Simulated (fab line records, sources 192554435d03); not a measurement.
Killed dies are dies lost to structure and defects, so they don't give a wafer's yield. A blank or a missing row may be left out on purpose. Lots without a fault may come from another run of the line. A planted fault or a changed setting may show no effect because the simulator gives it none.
One fault seen from 2 desks | flow n5_finfet | each desk has only its own numbers; what lay behind them comes last

THE METROLOGY DESK
What the gauges read, lot by lot, whatever tool the lot ran on: means of the sampled wafers that have a number. A lot is out of limits, marked OUT, if its mean lies more than 4 standard deviations from the usual mean; the brackets give that distance.
Columns: A = cd_nm at N5_PASSIVATION_CD_MEAS_44, usual 39999 nm
lot  | first seen here | A
L113 | day 13 01:20    | 39994
L112 | day 13 01:37    | 39994
L114 | day 13 06:11    | 40005
L115 | day 13 15:37    | 39994
L116 | day 14 05:05    | 40001
L119 | day 14 07:31    | 39995
L121 | day 14 18:04    | 40003
L123 | day 15 14:45    | 39999
L129 | day 17 01:47    | 39993
L133 | day 17 16:14    | 40000
L131 | day 17 23:29    | 40002
This desk's finding: nothing out of limits on any of the 11 lots.

THE TOOL OWNER'S DESK: plasma_asher-02
The tool's own readings at N5_SDB_STRIP_22 (strips in N2/H2): means of the sampled wafers that have a number, for each lot that ran on this tool. A lot is out of limits, marked OUT, if its mean lies more than 4 standard deviations from the usual mean; the brackets give that distance.
Columns: A = drypump_motor_current_A at N5_SDB_STRIP_22, usual 6.0 A; B = heater_power_w at N5_SDB_STRIP_22, usual 373 W; C = oes_product_au at N5_SDB_STRIP_22, usual 0.715 a.u.; D = strip_time_to_endpoint_s at N5_SDB_STRIP_22, usual 96.0 s
lot  | first seen here | A   | B   | C     | D
L113 | day 4 08:51     | 5.6 | 341 | 0.713 | 96.2
L115 | day 4 20:14     | 5.3 | 354 | 0.711 | 96.1
L116 | day 5 01:45     | 5.5 | 344 | 0.715 | 96.2
L119 | day 5 18:29     | 5.5 | 341 | 0.710 | 96.0
L123 | day 6 23:52     | 5.6 | 347 | 0.714 | 95.4
This desk's finding: nothing out of limits on any of the 5 lots.

PUT TOGETHER
The metrology desk saw nothing out of limits.
The tool owner's desk saw nothing out of limits.

WHAT THE SIMULATOR HAD PUT IN
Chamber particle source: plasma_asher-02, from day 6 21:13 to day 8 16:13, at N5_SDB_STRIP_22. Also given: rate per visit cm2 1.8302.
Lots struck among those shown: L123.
